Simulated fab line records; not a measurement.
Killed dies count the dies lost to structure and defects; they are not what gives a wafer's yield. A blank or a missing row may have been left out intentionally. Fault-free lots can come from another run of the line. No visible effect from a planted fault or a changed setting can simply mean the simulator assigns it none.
Problem report, 8D (eight disciplines) form, completed by code / flow n5-finfet / the parts of the form that need people (team, actions taken, sign-off) are left out

== 1. WHAT WENT WRONG ==
Mean of killed-at-other at N5_PASSIVATION_PROBE_49: 1083.0 across 3 wafers in 3 lots; on wafers with no fault it is 3.4 (standard deviation 2.9). So: +99 or more standard deviations from the usual mean.
First seen on wafer L772.4, day 17 00:44, on prober-02. Wafers with a number at this step in the record: 22, from 8 lots. The rule behind "out" and "out of limits": a value lying over 4 standard deviations away from the usual mean. The other wafers with a number count as sound.

== 2. WHAT THIS IS AND IS NOT ==
question=which readings at this step | is=killed-at-other, defect-limited-yield, killed-dies, killed-on-rim, sort_bin_5_function, sort-n-pass | is not=killed_at_M0_to_M3, killed-at-contacts, killed-at-front-end, killed-open, killed-short, sort_bin_4_leakage, sort_bin_6_memory, sort_bin_8_speed
question=which lots | is=L772, L778, L779 | is not=L760, L761, L764, L770, L780
question=which wafers of those lots | is=L772.4, L778.4, L779.3 | is not=L772.1, L778.1, L778.5, L779.6
question=read on which tools | is=prober-01, prober-02 | is not=-
question=when | is=from day 17 00:44 | is not=up to then (13 sound wafers); but 6 sound wafers of L778, L779, L780 came after

== 3. THE SUSPECTS, EACH WITH WHAT RULES IT OUT ==
Counting: any tool at a process step up to the reading remains a suspect provided it ran every lot that is out. Sound lots after the first of them don't rule it out here, since some wafers of a struck lot are sound.
- pecvd-04 at N5_PASSIVATION_PECVD_01 (deposits SiNx from SiH4/NH3/N2, target thk 200 nm, time 43.2 s): kept. Every lot that is out went through it, the first being L772 (day 16 11:26); the last sound lot it ran before that was L764 (day 13 16:28).
Left after counting: pecvd-04 at N5_PASSIVATION_PECVD_01.

== 4. THE CAUSE (what the simulator had put in) ==
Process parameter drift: pecvd-04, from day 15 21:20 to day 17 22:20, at N5_PASSIVATION_PECVD_01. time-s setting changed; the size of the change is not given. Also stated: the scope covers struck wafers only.
Only this tool survived the counting.

== 5. THE EFFECT CHAIN, in route order ==
Each row: a reading where the mean over the struck wafers with a number is more than 3 standard deviations away from the usual. Only readings for which the record gives a usual standard deviation are gone through. hours: the time from each lot's start at the first step in this table that gives one to its start at this step, as a median over the lots. sigmas: the change in usual standard deviations.
hours=0; step=N5_PASSIVATION_PROBE_49; reading=defect-limited-yield; usual=91.1 %; on struck wafers=0.0; change=-91.1; sigmas=-65
hours=0; step=N5_PASSIVATION_PROBE_49; reading=killed-at-other; usual=3.4; on struck wafers=1083.0; change=+1079.6; sigmas=+99 or more
hours=0; step=N5_PASSIVATION_PROBE_49; reading=killed-dies; usual=105; on struck wafers=1180; change=+1075; sigmas=+63
hours=0; step=N5_PASSIVATION_PROBE_49; reading=killed-on-rim; usual=15; on struck wafers=152; change=+137; sigmas=+35
hours=0; step=N5_PASSIVATION_PROBE_49; reading=sort_bin_5_function; usual=5.3 %; on struck wafers=96.3; change=+91.0; sigmas=+91
hours=0; step=N5_PASSIVATION_PROBE_49; reading=sort-n-pass; usual=1075; on struck wafers=0; change=-1075; sigmas=-63
Here are the process steps it includes:
- N5_PASSIVATION_PROBE_49

== 6. WHAT WOULD HAVE CAUGHT IT SOONER ==
27 hours passed between the start of the fault at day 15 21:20 and the first reading out of limits in this record, taken at day 17 00:44.
Tool readings at N5_PASSIVATION_PECVD_01 with a usual standard deviation given in the record: none out on any struck wafer, hence no alarm at a limit of 4 standard deviations on them.
Lots out: 3; of these, L779, L778 started N5_PASSIVATION_PECVD_01 on pecvd-04 after day 17 00:44. A hold on the tool at that time would have spared those 2.
